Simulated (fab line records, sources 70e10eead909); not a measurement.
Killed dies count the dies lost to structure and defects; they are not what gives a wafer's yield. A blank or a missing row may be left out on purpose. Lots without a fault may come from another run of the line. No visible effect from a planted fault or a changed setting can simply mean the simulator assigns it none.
fab line records | flow nand_harc
record: lots: 15 | wafers: 45 | last_day: 33
route steps=1302 shown A_STAIRCASE@834
lots that met no fault: from a run of the same line without faults
start_h: hours from the record's opening day to when the first of the lot's shown wafers began | wait_h: hours elapsed since this lot's preceding step | " same as the row above | L1.1+2: several wafers, shown together as one row | - value missing, or start not given | * or withheld: withheld | < > ~ a bound
route shown NAME@n: names a module that has steps shown in the file, with the first one's number in the route | usual: mean/standard deviation of fault-free wafers | same: alike in all rows | chamber/n: place in a boat | sites: per-site readings | _std_site: standard deviation across them | _edge_site: outer sites' mean less inner sites' | radius_mm: how far each site lies from the wafer's centre | mask NAME#n: copy n | behind: tool/chamber where the wafer was last shaped | hold: why the lot went on hold/how many hours it stayed there/how the hold came to an end | device: transistor that didn't switch, given as n, p or np | end of line: the same wafers' tests at the end of the route | a step without rows: its recipe alone | killed: count of dies lost to structure and defects at first sort (not the wafer's yield) | map: a wafer's dies, x killed, . not, _ none there
set.NAME: the setting that was run; set.NAME@STEP: the one run at that earlier step | model.NAME: the simulator's own value behind a step, which no gauge read
a sample of lots followed through the steps of the route, with each step as a table and each wafer as a row
services: from which hour (start_h, from the record's first day; less than 0 if before it) a tool's chamber was out of use, for how many hours, and why
== steps ==
step: NHARC_A_STAIRCASE_ETCH_453
recipe: target_depth_a: 300 | overetch_a: 30 | time_s: 16.5 | ion_energy_ev: 100 | cf4_flow_sccm: 80 | o2_flow_sccm: 20 | ar_flow_sccm: 0 | rf_w: 300 | bias_w: 100 | chemistry: CF4/O2
usual: bias_w: 100.01/0.29 | drypump_motor_current_A: 5.6/0.36 | oes_product_au: 0.999/0.008 | rf_vpp_V: 198.1/1.4 | showerhead_plenum_p_Torr: 1.35/0.054 | throttle_valve_pct: 13.397/0.0095
lot.wafer | tool        | chamber | start_h | wait_h | bias_w | drypump_motor_current_A | oes_product_au | rf_hours_counter_h | rf_vpp_V | showerhead_plenum_p_Torr | throttle_valve_pct
L590.3    | rie_diel-08 | 1       | -       | -      | 100.48 | 6.0                     | 0.992          | 2                  | 200.6    | 1.45                     | 13.412
L590.4    | "           | 0       | "       | "      | 100.50 | 5.3                     | 1.004          | 2                  | 200.0    | 1.42                     | 13.392
L590.6    | "           | 1       | "       | "      | 100.39 | 6.0                     | 0.993          | -                  | 200.0    | 1.45                     | 13.396
L591.3    | rie_diel-07 | 1       | -       | -      | 99.90  | 5.5                     | 0.989          | 28                 | 198.1    | 1.31                     | 13.416
L591.5    | "           | 3       | "       | "      | 100.37 | 6.0                     | 1.005          | -                  | 197.5    | 1.36                     | 13.384
L591.4    | "           | 1       | "       | "      | 99.94  | 5.5                     | 0.993          | -                  | 196.2    | 1.31                     | 13.404
L593.4    | rie_diel-07 | 2       | -       | -      | 100.10 | 5.6                     | 0.991          | 36                 | 198.4    | 1.33                     | 13.389
L593.1    | "           | 3       | "       | "      | 99.77  | 6.0                     | 1.002          | 41                 | 197.6    | 1.36                     | 13.394
L593.2    | "           | 0       | "       | "      | 100.33 | 5.8                     | 0.998          | 34                 | 199.1    | 1.39                     | 13.390
L594.4    | rie_diel-07 | 3       | -       | -      | 99.99  | 6.0                     | 1.005          | 46                 | 196.6    | 1.36                     | 13.391
L594.2    | "           | 0       | "       | "      | 99.65  | 5.8                     | 1.002          | 38                 | 200.3    | 1.39                     | 13.402
L594.6    | "           | 0       | "       | "      | 100.02 | 5.8                     | 0.998          | -                  | 199.7    | 1.39                     | 13.387
L596.1    | rie_diel-07 | 3       | -       | -      | 100.06 | 6.0                     | 1.006          | 52                 | 197.3    | 1.36                     | 13.383
L596.4    | "           | 0       | "       | "      | 99.98  | 5.8                     | 1.000          | 44                 | 198.2    | 1.39                     | 13.400
L596.5    | "           | 3       | "       | "      | 99.80  | 6.0                     | 1.003          | -                  | 197.8    | 1.36                     | 13.398
L597.4    | rie_diel-04 | 0       | -       | -      | 99.94  | 5.8                     | 0.991          | 26                 | 197.2    | 1.33                     | 13.387
L597.2    | "           | 1       | "       | "      | 99.38  | 4.8                     | 1.007          | 25                 | 198.3    | 1.27                     | 13.389
L597.1    | "           | 3       | "       | "      | 100.04 | 5.3                     | 1.002          | 26                 | 198.9    | 1.37                     | 13.385
L598.1    | rie_diel-04 | 0       | -       | -      | 100.29 | 5.8                     | 0.994          | 32                 | 197.7    | 1.33                     | 13.394
L598.4    | "           | 2       | "       | "      | 100.07 | 5.8                     | 0.998          | 31                 | 198.8    | 1.42                     | 13.394
L598.6    | "           | 1       | "       | "      | 99.74  | 4.8                     | 1.001          | -                  | 196.5    | 1.27                     | 13.394
L599.1    | rie_diel-08 | 1       | -       | -      | 99.60  | 6.0                     | 0.995          | 33                 | 201.0    | 1.44                     | 13.392
L599.4    | "           | 3       | "       | "      | 100.12 | 5.7                     | 0.994          | 36                 | 197.8    | 1.30                     | 13.384
L599.6    | "           | 0       | "       | "      | 100.30 | 5.3                     | 1.017          | -                  | 199.4    | 1.41                     | 13.380
L603.4    | rie_diel-04 | 3       | -       | -      | 99.64  | 5.3                     | 1.007          | 46                 | 198.6    | 1.37                     | 13.415
L603.2    | "           | 1       | "       | "      | 100.35 | 4.8                     | 1.010          | 44                 | 196.5    | 1.27                     | 13.400
L603.6    | "           | 2       | "       | "      | 100.02 | 5.8                     | 1.001          | -                  | 200.3    | 1.41                     | 13.396
L605.3    | rie_diel-04 | 1       | -       | -      | 99.87  | 4.8                     | 1.013          | 47                 | 196.4    | 1.27                     | 13.404
L605.2    | "           | 3       | "       | "      | 100.34 | 5.3                     | 1.000          | 47                 | 197.7    | 1.37                     | 13.408
L605.5    | "           | 1       | "       | "      | 99.75  | 4.8                     | 1.007          | -                  | 195.7    | 1.27                     | 13.401
L604.2    | rie_diel-08 | 0       | -       | -      | 99.90  | 5.3                     | 1.002          | 48                 | 199.1    | 1.41                     | 13.391
L604.5    | "           | 0       | "       | "      | 99.96  | 5.3                     | 0.994          | -                  | 198.5    | 1.41                     | 13.397
L604.6    | "           | 1       | "       | "      | 99.76  | 6.0                     | 0.977          | -                  | 200.3    | 1.44                     | 13.408
L607.3    | rie_diel-07 | 0       | -       | -      | 99.99  | 5.8                     | 1.001          | 26                 | 198.5    | 1.38                     | 13.396
L607.2    | "           | 3       | "       | "      | 100.25 | 6.0                     | 0.997          | 23                 | 198.1    | 1.35                     | 13.390
L607.5    | "           | 1       | "       | "      | 100.42 | 5.5                     | 0.995          | -                  | 197.3    | 1.30                     | 13.401
L612.2    | rie_diel-04 | 1       | -       | -      | 100.07 | 4.8                     | 1.012          | 18                 | 197.4    | 1.26                     | 13.379
L612.5    | "           | 0       | "       | "      | 100.06 | 5.8                     | 0.991          | -                  | 197.1    | 1.32                     | 13.398
L612.6    | "           | 1       | "       | "      | 99.95  | 4.8                     | 1.009          | -                  | 195.6    | 1.26                     | 13.404
L611.1    | rie_diel-04 | 0       | -       | -      | 100.14 | 5.8                     | 0.998          | 22                 | 196.7    | 1.32                     | 13.396
L611.2    | "           | 2       | "       | "      | 99.65  | 5.8                     | 0.993          | 18                 | 199.3    | 1.41                     | 13.393
L611.6    | "           | 0       | "       | "      | 100.02 | 5.8                     | 0.996          | -                  | 197.7    | 1.32                     | 13.397
L613.2    | rie_diel-04 | 0       | -       | -      | 100.09 | 5.8                     | 0.995          | 26                 | 198.6    | 1.32                     | 13.399
L613.1    | "           | 2       | "       | "      | 100.21 | 5.8                     | 0.995          | 21                 | 197.2    | 1.41                     | 13.402
L613.5    | "           | 3       | "       | "      | 100.71 | 5.3                     | 0.999          | -                  | 197.2    | 1.36                     | 13.403
step: NHARC_A_STAIRCASE_ANNEAL_326
recipe: temp_c: 750 | time_s: 1800
usual: run_length_s: 1826/7.3 | spike_tc_bottom_C: 770.5/1.3
lot.wafer | tool       | chamber | start_h | wait_h | run_length_s | spike_tc_bottom_C
L590.3    | furnace-07 | 0       | 421.70  | -      | 1825         | 768.2
L590.4    | "          | 0       | "       | "      | 1825         | 770.0
L590.6    | "          | 0       | "       | "      | 1825         | 768.3
L591.3    | furnace-07 | 0       | 434.37  | -      | 1824         | 768.0
L591.4    | "          | 0       | "       | "      | 1824         | 770.7
L591.5    | "          | 0       | "       | "      | 1824         | 769.4
L593.1    | furnace-01 | 0       | 445.15  | -      | 1830         | 770.7
L593.2    | "          | 0       | "       | "      | 1830         | 771.3
L593.4    | "          | 0       | "       | "      | 1830         | 772.1
L594.2    | furnace-06 | 0       | 458.62  | -      | 1814         | 771.5
L594.4    | "          | 0       | "       | "      | 1814         | 769.2
L594.6    | "          | 0       | "       | "      | 1814         | 770.6
L596.1    | furnace-07 | 0       | 471.49  | -      | 1823         | 770.6
L596.4    | "          | 0       | "       | "      | 1823         | 769.8
L596.5    | "          | 0       | "       | "      | 1823         | 771.1
L597.1    | furnace-01 | 0       | 489.34  | -      | 1827         | 772.1
L597.2    | "          | 0       | "       | "      | 1827         | 771.7
L597.4    | "          | 0       | "       | "      | 1827         | 772.3
L598.1    | furnace-06 | 0       | 510.17  | -      | 1812         | 769.1
L598.4    | "          | 0       | "       | "      | 1812         | 771.2
L598.6    | "          | 0       | "       | "      | 1812         | 771.0
L599.1    | furnace-01 | 0       | 515.02  | -      | 1822         | 770.9
L599.4    | "          | 0       | "       | "      | 1822         | 770.1
L599.6    | "          | 0       | "       | "      | 1822         | 771.2
L603.2    | furnace-06 | -       | 554.95  | -      | -            | -
L603.4    | "          | -       | "       | "      | -            | -
L603.6    | "          | -       | "       | "      | -            | -
L604.2    | furnace-06 | -       | 554.95  | -      | -            | -
L604.5    | "          | -       | "       | "      | -            | -
L604.6    | "          | -       | "       | "      | -            | -
L605.2    | furnace-06 | -       | 554.95  | -      | -            | -
L605.3    | "          | -       | "       | "      | -            | -
L605.5    | "          | -       | "       | "      | -            | -
L607.2    | furnace-07 | 0       | 585.01  | -      | 1825         | 767.9
L607.3    | "          | 0       | "       | "      | 1825         | 770.7
L607.5    | "          | 0       | "       | "      | 1825         | 768.7
L611.1    | furnace-01 | 0       | 632.70  | -      | 1833         | 771.9
L611.2    | "          | 0       | "       | "      | 1833         | 771.5
L611.6    | "          | 0       | "       | "      | 1833         | 769.2
L612.2    | furnace-01 | 0       | 632.70  | -      | 1822         | 771.2
L612.5    | "          | 0       | "       | "      | 1822         | 771.9
L612.6    | "          | 0       | "       | "      | 1822         | 771.0
L613.1    | furnace-07 | 0       | 649.16  | -      | 1834         | 770.2
L613.2    | "          | 0       | "       | "      | 1834         | 768.1
L613.5    | "          | 0       | "       | "      | 1834         | 768.1
step: NHARC_A_STAIRCASE_CMP_450
recipe: target_thk_nm: 200 | material: SiO2
usual: motor_current_A: 12.1/0.83 | slurry_flow_ml_min: 150.0/0.49
lot.wafer | tool   | chamber | start_h | wait_h | motor_current_A | slurry_flow_ml_min
L590.3    | cmp-04 | 2       | 431.09  | -      | 11.1            | 149.4
L590.4    | "      | 3       | "       | "      | 13.1            | 150.6
L590.6    | "      | 2       | "       | "      | 10.4            | 149.1
L591.3    | cmp-01 | 2       | 443.81  | -      | 12.4            | 149.6
L591.4    | "      | 3       | "       | "      | 10.8            | 149.5
L591.5    | "      | 3       | "       | "      | 10.6            | 149.5
L593.2    | cmp-01 | 2       | 454.46  | -      | 12.5            | 149.8
L593.1    | "      | 3       | "       | "      | 10.3            | 150.9
L593.4    | "      | 1       | "       | "      | 12.3            | 149.9
L594.2    | cmp-02 | 0       | 468.84  | -      | 12.7            | 150.7
L594.4    | "      | 3       | "       | "      | 12.9            | 149.4
L594.6    | "      | 0       | "       | "      | 12.8            | 150.6
L596.1    | cmp-02 | 3       | 480.84  | -      | 12.8            | 149.8
L596.4    | "      | 0       | "       | "      | 12.3            | 149.6
L596.5    | "      | 2       | "       | "      | 11.6            | 149.7
L597.1    | cmp-01 | 1       | 498.89  | -      | 12.7            | 149.9
L597.4    | "      | 3       | "       | "      | 11.4            | 150.0
L597.2    | "      | 0       | "       | "      | 12.2            | 149.7
L598.4    | cmp-01 | 1       | 519.54  | -      | 12.6            | 150.0
L598.1    | "      | 2       | "       | "      | 12.6            | 150.1
L598.6    | "      | 0       | "       | "      | 13.1            | 150.1
L599.4    | cmp-01 | 3       | 525.89  | -      | 9.8             | 150.4
L599.1    | "      | 2       | "       | "      | 12.7            | 149.9
L599.6    | "      | 0       | "       | "      | 12.4            | 149.6
L603.4    | cmp-02 | 0       | 564.32  | -      | 12.4            | 149.8
L603.2    | "      | 3       | "       | "      | 12.3            | 150.3
L603.6    | "      | 0       | "       | "      | 12.5            | 150.0
L604.2    | cmp-01 | 3       | 564.37  | -      | 11.2            | 150.4
L604.5    | "      | 3       | "       | "      | 10.6            | 150.2
L604.6    | "      | 0       | "       | "      | 12.9            | 150.0
L605.3    | cmp-04 | 3       | 564.60  | -      | 13.6            | 149.8
L605.2    | "      | 1       | "       | "      | 11.4            | 150.2
L605.5    | "      | 0       | "       | "      | 11.6            | 150.0
L607.3    | cmp-01 | 1       | 594.38  | -      | 12.6            | 149.8
L607.2    | "      | 2       | "       | "      | 12.6            | 150.6
L607.5    | "      | 1       | "       | "      | 12.5            | 149.8
L612.2    | cmp-01 | 1       | 641.96  | -      | 12.7            | 150.3
L612.6    | "      | 3       | "       | "      | 10.8            | 150.0
L612.5    | "      | 0       | "       | "      | 13.0            | 150.6
L611.1    | cmp-04 | 0       | 642.22  | -      | 11.8            | 150.3
L611.2    | "      | 2       | "       | "      | 10.9            | 149.2
L611.6    | "      | 1       | "       | "      | 11.2            | 149.6
L613.2    | cmp-04 | 3       | 658.73  | -      | 12.2            | 150.0
L613.1    | "      | 1       | "       | "      | 11.3            | 150.9
L613.5    | "      | 3       | "       | "      | 13.1            | 150.5
step: NHARC_A_STAIRCASE_CMP_152
usual: motor_current_A: 12.1/0.85 | slurry_flow_ml_min: 150.0/0.43
lot.wafer | tool   | chamber | start_h | wait_h | motor_current_A | slurry_flow_ml_min
L590.3    | cmp-04 | 2       | 431.16  | 0.1    | 10.9            | 149.8
L590.4    | "      | 3       | "       | "      | 12.7            | 150.0
L590.6    | "      | 2       | "       | "      | 10.9            | 149.7
L591.3    | cmp-01 | 2       | 443.88  | 0.1    | 12.7            | 149.8
L591.4    | "      | 3       | "       | "      | 10.9            | 149.2
L591.5    | "      | 3       | "       | "      | 11.0            | 149.8
L593.2    | cmp-01 | 2       | 454.53  | 0.1    | 13.5            | 150.1
L593.1    | "      | 3       | "       | "      | 10.4            | 150.6
L593.4    | "      | 1       | "       | "      | 12.4            | 150.3
L594.2    | cmp-02 | 0       | 468.92  | 0.1    | 13.2            | 150.1
L594.4    | "      | 3       | "       | "      | 12.9            | 149.8
L594.6    | "      | 0       | "       | "      | 13.1            | 149.8
L596.1    | cmp-02 | 3       | 480.91  | 0.1    | 12.7            | 149.5
L596.4    | "      | 0       | "       | "      | 12.7            | 149.0
L596.5    | "      | 2       | "       | "      | 12.2            | 149.9
L597.1    | cmp-01 | 1       | 498.96  | 0.1    | 12.7            | 150.0
L597.4    | "      | 3       | "       | "      | 10.9            | 150.0
L597.2    | "      | 0       | "       | "      | 12.7            | 150.3
L598.4    | cmp-01 | 1       | 519.61  | 0.1    | 12.7            | 149.7
L598.1    | "      | 2       | "       | "      | 13.6            | 150.7
L598.6    | "      | 0       | "       | "      | 12.2            | 150.7
L599.4    | cmp-01 | 3       | 525.97  | 0.1    | 9.8             | 149.6
L599.1    | "      | 2       | "       | "      | 12.6            | 149.6
L599.6    | "      | 0       | "       | "      | 12.4            | 149.8
L603.4    | cmp-02 | 0       | 564.39  | 0.1    | 12.4            | 150.1
L603.2    | "      | 3       | "       | "      | 12.1            | 149.5
L603.6    | "      | 0       | "       | "      | 12.5            | 150.5
L604.2    | cmp-01 | 3       | 564.44  | 0.1    | 10.5            | 150.6
L604.5    | "      | 3       | "       | "      | 10.7            | 150.3
L604.6    | "      | 0       | "       | "      | 12.5            | 149.7
L605.3    | cmp-04 | 3       | 564.67  | 0.1    | 12.9            | 150.5
L605.2    | "      | 1       | "       | "      | 11.8            | 149.9
L605.5    | "      | 0       | "       | "      | 11.4            | 150.1
L607.3    | cmp-01 | 1       | 594.45  | 0.1    | 12.5            | 151.5
L607.2    | "      | 2       | "       | "      | 12.8            | 150.5
L607.5    | "      | 1       | "       | "      | 12.7            | 150.7
L612.2    | cmp-01 | 1       | 642.03  | 0.1    | 12.7            | 149.8
L612.6    | "      | 3       | "       | "      | 10.3            | 149.7
L612.5    | "      | 0       | "       | "      | 12.6            | 150.4
L611.1    | cmp-04 | 0       | 642.29  | 0.1    | 11.3            | 150.0
L611.2    | "      | 2       | "       | "      | 11.2            | 150.5
L611.6    | "      | 1       | "       | "      | 11.5            | 149.5
L613.2    | cmp-04 | 3       | 658.80  | 0.1    | 12.9            | 150.0
L613.1    | "      | 1       | "       | "      | 11.8            | 150.3
L613.5    | "      | 3       | "       | "      | 13.1            | 150.4
== services ==
tool        | chamber | start_h | hours | kind
rie_diel-07 | 1       | 374.61  | 3.3   | repair
cmp-02      | -       | 375.35  | 8.0   | repair
cmp-04      | -       | 381.52  | 0.8   | repair
cmp-01      | -       | 381.66  | 4.0   | pm
cmp-02      | -       | 384.45  | 3.0   | repair
rie_diel-07 | 0       | 388.16  | 14.9  | repair
cmp-04      | -       | 405.08  | 4.0   | pm
cmp-02      | -       | 420.78  | 1.4   | repair
cmp-02      | -       | 428.71  | 4.0   | pm
cmp-01      | -       | 479.76  | 4.0   | pm
cmp-04      | -       | 503.08  | 4.0   | pm
cmp-02      | -       | 504.40  | 1.8   | repair
cmp-04      | -       | 511.53  | 0.6   | repair
cmp-01      | -       | 523.25  | 0.9   | repair
cmp-02      | -       | 526.38  | 6.8   | repair
rie_diel-04 | -       | 533.20  | 9.0   | pm
rie_diel-04 | 2       | 556.72  | 1.8   | repair
cmp-01      | -       | 577.76  | 4.0   | pm
cmp-02      | -       | 582.61  | 0.8   | repair
cmp-01      | -       | 600.61  | 1.0   | repair
cmp-04      | -       | 601.08  | 4.0   | pm
cmp-02      | -       | 618.53  | 1.0   | repair
cmp-02      | -       | 631.16  | 4.0   | pm
cmp-02      | -       | 641.00  | 1.3   | repair
== key ==
first_sign: step: NHARC_A_STAIRCASE_ANNEAL_326 | reading: tool_record | direction: missing
effect none on later readings
met_at NHARC_A_STAIRCASE_ANNEAL_326
struck_lots L603,L604,L605
later_rows_left_out L603.2,L603.4,L603.6,L604.2,L604.5,L604.6,L605.2,L605.3,L605.5
sort_left_out L603.2,L603.4,L603.6,L604.2,L604.5,L604.6,L605.2,L605.3,L605.5
tester_left_out L603,L604,L605
not_acting_at NHARC_A_STAIRCASE_ETCH_453,NHARC_A_STAIRCASE_CMP_450,NHARC_A_STAIRCASE_CMP_152
onset_between 510.17 554.95
fault: kind: skipped_step_whole | tool: furnace-06 | chamber: - | onset_h: 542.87 | steps: NHARC_A_STAIRCASE_ANNEAL_326 | scope: struck_lots_only
tester_left_out: of these lots the tester's yield and bins aren't shown, on N5 and GAA mostly nor the transistor test; their killed dies are dies lost to structure and defects alone, not to doping, threshold or leakage, so they don't give the yield
sort_left_out: the simulated sort isn't trusted on such a fault, so these wafers' sort isn't shown, and their yield isn't known
later_rows_left_out: the simulator's readings of these wafers behind a module that went badly wrong aren't trusted and aren't shown, but for the sort
